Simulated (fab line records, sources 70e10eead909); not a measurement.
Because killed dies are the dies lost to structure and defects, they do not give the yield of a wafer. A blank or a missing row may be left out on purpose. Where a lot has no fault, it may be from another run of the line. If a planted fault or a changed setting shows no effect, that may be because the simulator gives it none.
Which of the tools did it? / flow nand harc / 45 wafers from 15 lots sampled at 5 of the route's 1302 steps

== WHAT THE GAUGES SHOWED, per wafer ==
NHARC_THIN_TSV_CD_MEAS_33: the cd target is 5000 nm.
lot=L602; measured=day 24 04:53; on=cd sem-02; cd nm (nm)=5000.8 5001.2 5000.6
lot=L603; measured=day 24 15:56; on=cd sem-02; cd nm (nm)=4999.8 4999.5 4998.9
lot=L604; measured=day 25 09:55; on=cd sem-01; cd nm (nm)=4998.6 4999.2 5001.8
lot=L606; measured=day 25 08:37; on=cd sem-03; cd nm (nm)=5001.8 5000.6 5000.9
lot=L607; measured=day 24 22:42; on=cd sem-02; cd nm (nm)=4998.8 5002.3 5001.3
lot=L608; measured=day 26 00:34; on=cd sem-01; cd nm (nm)=4999.2 5001.1 5000.5
lot=L610; measured=day 26 12:07; on=cd sem-03; cd nm (nm)=5000.6 5000.4 5003.5
lot=L609; measured=day 27 05:40; on=cd sem-02; cd nm (nm)=5000.1 5000.4 5000.4
lot=L612; measured=day 27 23:17; on=cd sem-03; cd nm (nm)=5002.1 4999.9 5004.4
lot=L613; measured=day 28 08:10; on=cd sem-03; cd nm (nm)=5000.5 4999.9 5000.4
lot=L614; measured=day 28 09:28; on=cd sem-03; cd nm (nm)=4999.4 5001.3 5002.9
lot=L625; measured=day 34 14:12; on=cd sem-01; cd nm (nm)=5001.7 5001.1 5002.3

NHARC_END_SORT_01.
lot=L602; measured=day 24 14:41; on=prober-02; killed at array=60 56 46; killed at other=2 0 1; killed at periphery=3 1 2; killed dies=65 57 49; killed open=4 3 3; killed short=1 3 2
lot=L603; measured=day 25 01:07; on=prober-01; killed at array=63 61 64; killed at other=0 0 0; killed at periphery=4 6 2; killed dies=67 67 66; killed open=2 5 6; killed short=3 1 5
lot=L604; measured=day 25 17:45; on=prober-01; killed at array=77 49 78; killed at other=0 1 0; killed at periphery=3 9 4; killed dies=80 59 82; killed open=4 7 1; killed short=3 2 5
lot=L606; measured=day 25 17:49; on=prober-02; killed at array=18 17 18; killed at other=0 0 0; killed at periphery=0 5 3; killed dies=18 22 21; killed open=2 2 5; killed short=0 2 3
lot=L607; measured=day 25 08:57; on=prober-01; killed at array=53 67 75; killed at other=1 0 0; killed at periphery=7 7 3; killed dies=61 74 78; killed open=4 6 2; killed short=5 3 0
lot=L608; measured=day 26 12:58; on=prober-01; killed at array=59 53 58; killed at other=0 1 1; killed at periphery=0 3 3; killed dies=59 57 62; killed open=2 3 4; killed short=0 2 2
lot=L610; measured=day 27 00:02; on=prober-02; killed at array=74 60 42; killed at other=0 0 0; killed at periphery=1 7 3; killed dies=75 67 45; killed open=3 1 6; killed short=4 4 1
lot=L609; measured=day 27 15:32; on=prober-01; killed at array=44 45 29; killed at other=0 2 0; killed at periphery=4 2 2; killed dies=48 49 31; killed open=0 2 1; killed short=2 4 2
lot=L612; measured=day 28 08:25; on=prober-01; killed at array=48 37 37; killed at other=1 0 1; killed at periphery=5 4 8; killed dies=54 41 46; killed open=4 2 6; killed short=7 8 1
lot=L613; measured=day 28 20:40; on=prober-02; killed at array=39 45 41; killed at other=2 0 2; killed at periphery=3 3 3; killed dies=44 48 46; killed open=1 4 5; killed short=2 0 0
lot=L614; measured=day 28 21:28; on=prober-01; killed at array=18 30 24; killed at other=1 3 0; killed at periphery=0 2 1; killed dies=19 35 25; killed open=1 8 6; killed short=1 7 2
lot=L621; measured=day 32 16:56; on=prober-01; killed at array=670 674 674; killed at other=3 0 0; killed at periphery=4 3 3; killed dies=677 677 677; killed open=4 4 0; killed short=0 4 2
lot=L623; measured=day 34 13:04; on=prober-01; killed at array=673 675 675; killed at other=0 0 1; killed at periphery=4 2 1; killed dies=677 677 677; killed open=0 4 5; killed short=1 5 4
lot=L624; measured=day 33 12:05; on=prober-02; killed at array=669 674 671; killed at other=0 0 0; killed at periphery=8 3 6; killed dies=677 677 677; killed open=4 0 0; killed short=4 1 2
lot=L625; measured=day 35 09:57; on=prober-01; killed at array=48 53 45; killed at other=0 0 1; killed at periphery=2 2 2; killed dies=50 55 48; killed open=5 2 2; killed short=1 1 3

== EACH LOT AND THE TOOL THAT RAN IT (in order: tool; ch and the chambers of the sampled wafers; start) ==
lot=L602; NHARC_A_CHANNEL_HOLE_D1_STRIP_43=rie diel-12 ch 0,3, day 8 17:40; NHARC_THIN_TSV_ETCH_15=rie si-02 ch 1,2,3, day 23 23:55; NHARC_THIN_TSV_DEGAS_49=pvd sputter-01, day 24 01:52
lot=L603; NHARC_A_CHANNEL_HOLE_D1_STRIP_43=rie diel-12 ch 0,1,3, day 8 22:34; NHARC_THIN_TSV_ETCH_15=rie si-06 ch 0,3, day 24 11:00; NHARC_THIN_TSV_DEGAS_49=pvd sputter-02, day 24 12:58
lot=L604; NHARC_A_CHANNEL_HOLE_D1_STRIP_43=rie diel-12 ch 0,2,3, day 9 23:45; NHARC_THIN_TSV_ETCH_15=rie si-05 ch 1,2,3, day 25 04:56; NHARC_THIN_TSV_DEGAS_49=pvd sputter-02, day 25 06:53
lot=L606; NHARC_A_CHANNEL_HOLE_D1_STRIP_43=rie diel-04 ch 0,2,3, day 10 12:37; NHARC_THIN_TSV_ETCH_15=rie si-02 ch 0,3, day 25 03:37; NHARC_THIN_TSV_DEGAS_49=pvd sputter-01, day 25 05:36
lot=L607; NHARC_A_CHANNEL_HOLE_D1_STRIP_43=rie diel-12 ch 0,1,3, day 10 13:01; NHARC_THIN_TSV_ETCH_15=rie si-05 ch 0,1,3, day 24 17:35; NHARC_THIN_TSV_DEGAS_49=pvd sputter-02, day 24 19:32
lot=L608; NHARC_A_CHANNEL_HOLE_D1_STRIP_43=rie diel-12 ch 1,2,3, day 11 02:44; NHARC_THIN_TSV_ETCH_15=rie si-06 ch 1,2, day 25 19:03; NHARC_THIN_TSV_DEGAS_49=pvd sputter-02, day 25 21:06
lot=L610; NHARC_A_CHANNEL_HOLE_D1_STRIP_43=rie diel-10 ch 1,2,3, day 11 23:13; NHARC_THIN_TSV_ETCH_15=rie si-02 ch 0,1,2, day 26 07:04; NHARC_THIN_TSV_DEGAS_49=pvd sputter-01, day 26 09:07
lot=L609; NHARC_A_CHANNEL_HOLE_D1_STRIP_43=rie diel-04 ch 1,2,3, day 11 23:35; NHARC_THIN_TSV_ETCH_15=rie si-02 ch 0,2,3, day 27 00:28; NHARC_THIN_TSV_DEGAS_49=pvd sputter-02, day 27 02:34
lot=L612; NHARC_A_CHANNEL_HOLE_D1_STRIP_43=rie diel-10 ch 0,1, day 12 11:28; NHARC_THIN_TSV_ETCH_15=rie si-06 ch 1,2, day 27 18:16; NHARC_THIN_TSV_DEGAS_49=pvd sputter-01, day 27 20:14
lot=L613; NHARC_A_CHANNEL_HOLE_D1_STRIP_43=rie diel-12 ch 0,3, day 13 13:19; NHARC_THIN_TSV_ETCH_15=rie si-02 ch 0,1,3, day 28 03:13; NHARC_THIN_TSV_DEGAS_49=pvd sputter-01, day 28 05:10
lot=L614; NHARC_A_CHANNEL_HOLE_D1_STRIP_43=rie diel-12 ch 0,3, day 13 17:26; NHARC_THIN_TSV_ETCH_15=rie si-05 ch 0,1,3, day 28 04:23; NHARC_THIN_TSV_DEGAS_49=pvd sputter-02, day 28 06:18
lot=L621; NHARC_A_CHANNEL_HOLE_D1_STRIP_43=rie diel-04 ch 2,3, day 17 01:36; NHARC_THIN_TSV_ETCH_15=-; NHARC_THIN_TSV_DEGAS_49=-
lot=L623; NHARC_A_CHANNEL_HOLE_D1_STRIP_43=rie diel-12 ch 1,2, day 17 17:56; NHARC_THIN_TSV_ETCH_15=-; NHARC_THIN_TSV_DEGAS_49=-
lot=L624; NHARC_A_CHANNEL_HOLE_D1_STRIP_43=rie diel-10 ch 0,2,3, day 17 22:22; NHARC_THIN_TSV_ETCH_15=-; NHARC_THIN_TSV_DEGAS_49=-
lot=L625; NHARC_A_CHANNEL_HOLE_D1_STRIP_43=rie diel-04 ch 1,2,3, day 18 18:10; NHARC_THIN_TSV_ETCH_15=rie si-02 ch 1,2, day 34 09:16; NHARC_THIN_TSV_DEGAS_49=pvd sputter-03, day 34 11:13
- NHARC_A_CHANNEL_HOLE_D1_STRIP_43: strips in O2/COS.
- NHARC_THIN_TSV_ETCH_15: target depth 3000 nm, bosch target overetch cycles 2, bosch etch step 2.8 s.
- NHARC_THIN_TSV_DEGAS_49: time 120 s.

== WHAT THE TOOLS THEMSELVES READ (means of the sampled wafers that have a number; where no wafer has one, the mark that the record gives instead) ==
NHARC_THIN_TSV_ETCH_15.
lot=L602; tool=rie si-02; drypump motor current A (A)=6.0
lot=L603; tool=rie si-06; drypump motor current A (A)=6.5
lot=L604; tool=rie si-05; drypump motor current A (A)=5.2
lot=L606; tool=rie si-02; drypump motor current A (A)=5.4
lot=L607; tool=rie si-05; drypump motor current A (A)=5.4
lot=L608; tool=rie si-06; drypump motor current A (A)=5.9
lot=L610; tool=rie si-02; drypump motor current A (A)=5.5
lot=L609; tool=rie si-02; drypump motor current A (A)=5.7
lot=L612; tool=rie si-06; drypump motor current A (A)=5.7
lot=L613; tool=rie si-02; drypump motor current A (A)=5.7
lot=L614; tool=rie si-05; drypump motor current A (A)=5.4
lot=L625; tool=rie si-02; drypump motor current A (A)=5.8

NHARC_THIN_TSV_DEGAS_49.
lot=L602; tool=pvd sputter-01; heater power w (W)=478
lot=L603; tool=pvd sputter-02; heater power w (W)=471
lot=L604; tool=pvd sputter-02; heater power w (W)=449
lot=L606; tool=pvd sputter-01; heater power w (W)=472
lot=L607; tool=pvd sputter-02; heater power w (W)=462
lot=L608; tool=pvd sputter-02; heater power w (W)=466
lot=L610; tool=pvd sputter-01; heater power w (W)=466
lot=L609; tool=pvd sputter-02; heater power w (W)=497
lot=L612; tool=pvd sputter-01; heater power w (W)=464
lot=L613; tool=pvd sputter-01; heater power w (W)=480
lot=L614; tool=pvd sputter-02; heater power w (W)=491
lot=L625; tool=pvd sputter-03; heater power w (W)=410

== THE ANSWER, worked out from the rows above alone ==
Rule: usual is defined by the lots themselves. Put in order of their means at a reading, lots are off if they are a third of the lots or fewer, leave a main group of 4 or more, and stand apart from it by a gap of 3 or more times the standard deviation of the main group's means; of several such gaps the widest counts. The tables above print the reading to a certain number of digits; a main group whose means all agree to those digits is not used. A lot without any number at a reading at which 4 lots or more have one is off too. Any other lot the step has rows for is counted as sound. Order of review: gauges by route order, followed by the tools' own readings, for which a lot's mean as printed above is used. The first step at which some lot is off is used, and at that step the reading that is off furthest; a lot without a number counts as furthest.
Off: L621, L623, L624, at NHARC_END_SORT_01 (killed at array). The main group: mean 48, standard deviation 15.
If a tool, at a process step before that reading, ran all the lots that are off and no sound lot after the first of them, it fits. Those tools and the gauges at NHARC_END_SORT_01 are tried in the same way. Not one of the candidates tried fits.

== WHAT THE SIMULATOR PUT IN ==
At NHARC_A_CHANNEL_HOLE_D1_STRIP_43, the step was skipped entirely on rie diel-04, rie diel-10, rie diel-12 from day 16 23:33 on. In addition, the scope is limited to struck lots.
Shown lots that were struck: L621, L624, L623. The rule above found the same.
